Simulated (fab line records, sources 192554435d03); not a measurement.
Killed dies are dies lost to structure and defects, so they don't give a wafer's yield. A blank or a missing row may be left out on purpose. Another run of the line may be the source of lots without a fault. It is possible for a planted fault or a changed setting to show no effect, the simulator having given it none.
Split-lot experiment	flow n5_finfet	21 wafers read across 7 lots, on a route 1938 steps long

## SPLIT DETAILS
At N5_BEOL_M8_EXPOSE_25 (exposes mask V7, target cd 40 nm), the setting dose_mj was moved away from the recipe's 42.5 on 8 of the 21 wafers read, by -5.5% to +7.5%. For the rest of the wafers, this setting stayed at what the recipe calls for.

## FROM THE SPLIT TO THE READING: what the file shows between them, 2 steps
- N5_BEOL_M8_PEB_26: peb time 60 s
- N5_BEOL_M8_DEVELOP_27: develop time 30 s

## THE READING
At N5_BEOL_M8_CD_MEAS_28: cd_nm in nanometres, against a target cd of 40 nm. On this fab line, fault-free wafers typically give 39.96 nm with a standard deviation of 0.27 nm.

wafer	tool, chamber at the split	dose_mj as run	against the recipe	cd_nm, nm	against lot-mates on the recipe
L075.1	euv_scanner-02, 0	45.68	+7.5%	41.75	+1.47
L075.3	euv_scanner-02, 0	42.5	recipe	40.16	-
L075.4	euv_scanner-02, 0	42.5	recipe	40.40	-
L077.2	euv_scanner-01, 0	40.51	-4.7%	38.84	no lot-mate on the recipe
L077.3	euv_scanner-01, 0	40.51	-4.7%	38.97	no lot-mate on the recipe
L077.6	euv_scanner-01, 0	40.51	-4.7%	38.86	no lot-mate on the recipe
L078.2	euv_scanner-01, 0	42.5	recipe	40.52	-
L078.4	euv_scanner-01, 0	42.5	recipe	39.93	-
L078.5	euv_scanner-01, 0	44.92	+5.7%	41.33	+1.10
L082.2	euv_scanner-01, 0	42.5	recipe	39.71	-
L082.4	euv_scanner-01, 0	42.5	recipe	39.84	-
L082.6	euv_scanner-01, 0	42.5	recipe	39.82	-
L084.1	euv_scanner-01, 0	40.81	-4.0%	39.01	-0.62
L084.3	euv_scanner-01, 0	42.5	recipe	39.46	-
L084.6	euv_scanner-01, 0	42.5	recipe	39.79	-
L091.1	euv_scanner-01, 0	42.5	recipe	39.81	-
L091.2	euv_scanner-01, 0	40.17	-5.5%	38.22	-1.59
L091.3	euv_scanner-01, 0	40.17	-5.5%	38.74	-1.07
L095.3	euv_scanner-02, 0	42.5	recipe	39.75	-
L095.5	euv_scanner-02, 0	42.5	recipe	39.72	-
L095.6	euv_scanner-02, 0	42.5	recipe	39.86	-

FIT RESULTS
A straight line over all 21 wafers: cd_nm changes by +0.242 nm for each +1% of dose_mj; r = +0.96; the points scatter about the line by 0.25 nm.
The same after taking each lot's own level away (the mean of its wafers on the recipe; 18 wafers): +0.209 nm for each +1%; r = +0.96; scatter 0.18 nm.
Per that fit: largest dose_mj move, reading shift of 1.6 nm.
Across the lots, their own levels run from 39.625 to 40.280 nm, a range of 2.4 times the standard deviation given above.
In other words, the slope is changed by the lot-to-lot level; the two fits disagree.
Check: with one of the wafers moved furthest among these (+7.5%) left out of the fit, the line predicts +1.59 nm for it against its lot-mates. It came out at +1.47 nm against them.

## OTHER SPLITS APPLIED TO THESE WAFERS
These wafers also went through other splits before the reading. Each is held against what the fit with the lots' levels taken away leaves over:
other split on the same wafers	wafers away from the commonest value	r with cd_nm (lot level and that fit taken away)
N5_BEOL_M7_ETCH_66 time_s	8	-0.30
N5_BEOL_M7_TRENCH_ETCH_37 bias_w	8	+0.15

## THE WHOLE CHAIN: every reading that the file lists as answering this split, in the file's order
step	what it does	reading	change (the file's fit)	r (the file's)
N5_BEOL_M8_CD_MEAS_28	target cd 40 nm	cd_nm	+0.201 nm for each +1% of the setting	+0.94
N5_BEOL_M8_DESCUM_33	chemistry O2, time 7 s	BEOL_M8.cd_nm (the simulator's own value, which no gauge read)	+0.227 nm for each +1% of the setting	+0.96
N5_BEOL_M8_ETCH_72	etches underlayer in N2/H2, target depth 6.5 nm, time 5.2 s	BEOL_M8.cd_nm (the simulator's own value, which no gauge read)	+0.245 nm for each +1% of the setting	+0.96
N5_BEOL_M8_ETCH_65	etches SiARC in CF4, target depth 15.6 nm, time 26 s	BEOL_M8.cd_nm (the simulator's own value, which no gauge read)	+0.254 nm for each +1% of the setting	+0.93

## FILE'S OWN FIT
cd_nm changes by +0.201 nm for each +1% of dose_mj, r = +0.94.
